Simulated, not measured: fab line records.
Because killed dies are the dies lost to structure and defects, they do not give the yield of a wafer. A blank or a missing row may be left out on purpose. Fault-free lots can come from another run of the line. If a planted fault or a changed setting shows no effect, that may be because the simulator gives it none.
Chamber matching :: flow n5-finfet :: 3 sister chambers for N5_BEOL_M7_ILD_DEP_00 on pecvd-03
The step deposits SiCOH lowk from DEMS/porogen, target thk 179.75 nm, time 33.4 s. 6 wafers are shown with their chamber, then 12 later ones without.

== WAFERS WITH THEIR CHAMBER ==
wafer: L088.1
chamber: 2
throttle-valve-pct (%): 13.3
showerhead-plenum-p-Torr (Torr): 5.739

wafer: L088.2
chamber: 1
throttle-valve-pct (%): 13.4
showerhead-plenum-p-Torr (Torr): 5.732

wafer: L088.4
chamber: 0
throttle-valve-pct (%): 14.4
showerhead-plenum-p-Torr (Torr): 5.755

wafer: L090.1
chamber: 1
throttle-valve-pct (%): 13.5
showerhead-plenum-p-Torr (Torr): 5.719

wafer: L090.4
chamber: 0
throttle-valve-pct (%): 14.3
showerhead-plenum-p-Torr (Torr): 5.763

wafer: L090.6
chamber: 2
throttle-valve-pct (%): 13.5
showerhead-plenum-p-Torr (Torr): 5.736

== WAFERS MISSING THEIR CHAMBER ==
wafer: L089.1
throttle-valve-pct (%): 13.1
showerhead-plenum-p-Torr (Torr): 5.726

wafer: L089.3
throttle-valve-pct (%): 13.5
showerhead-plenum-p-Torr (Torr): 5.736

wafer: L089.6
throttle-valve-pct (%): 13.4
showerhead-plenum-p-Torr (Torr): 5.741

wafer: L094.4
throttle-valve-pct (%): 13.3
showerhead-plenum-p-Torr (Torr): 5.721

wafer: L094.5
throttle-valve-pct (%): 14.3
showerhead-plenum-p-Torr (Torr): 5.747

wafer: L094.6
throttle-valve-pct (%): 13.7
showerhead-plenum-p-Torr (Torr): 5.729

wafer: L093.1
throttle-valve-pct (%): 14.4
showerhead-plenum-p-Torr (Torr): 5.758

wafer: L093.4
throttle-valve-pct (%): 14.6
showerhead-plenum-p-Torr (Torr): 5.766

wafer: L093.5
throttle-valve-pct (%): 13.3
showerhead-plenum-p-Torr (Torr): 5.737

wafer: L095.1
throttle-valve-pct (%): 13.5
showerhead-plenum-p-Torr (Torr): 5.735

wafer: L095.3
throttle-valve-pct (%): 13.2
showerhead-plenum-p-Torr (Torr): 5.728

wafer: L095.6
throttle-valve-pct (%): 13.2
showerhead-plenum-p-Torr (Torr): 5.744

== EACH ONE'S CHAMBER ==
wafer: L089.1
from the rows above: can't be placed: 1 or 2
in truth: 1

wafer: L089.3
from the rows above: can't be placed: 2 or 1
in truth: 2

wafer: L089.6
from the rows above: can't be placed: 2 or 1
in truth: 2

wafer: L094.4
from the rows above: can't be placed: 1 or 2
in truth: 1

wafer: L094.5
from the rows above: 0
in truth: 0

wafer: L094.6
from the rows above: can't be placed: 1 or 2
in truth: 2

wafer: L093.1
from the rows above: 0
in truth: 0

wafer: L093.4
from the rows above: 0
in truth: 0

wafer: L093.5
from the rows above: can't be placed: 2 or 1
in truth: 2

wafer: L095.1
from the rows above: can't be placed: 2 or 1
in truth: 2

wafer: L095.3
from the rows above: can't be placed: 2 or 1
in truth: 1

wafer: L095.6
from the rows above: can't be placed: 2 or 1
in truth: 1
Correct placement for 3 of the 12. Can't be placed from these rows: 9 (the true chamber is among the candidates in 9). Wrongly placed: 0.
How it was worked out, from the rows above alone: a wafer's distance from a chamber is the root of the sum, over the readings, of the square of ((its reading less the chamber's mean) divided by the reading's scatter). If the next closest chamber is less than 2 further off than the closest, the wafer can't be placed; otherwise it belongs to the closest. The mean given for a chamber averages the wafers shown for that chamber. The scatter is the square root of a quotient: the sum, over the shown wafers, of each reading's squared deviation from its chamber's mean, divided by wafers minus chambers.
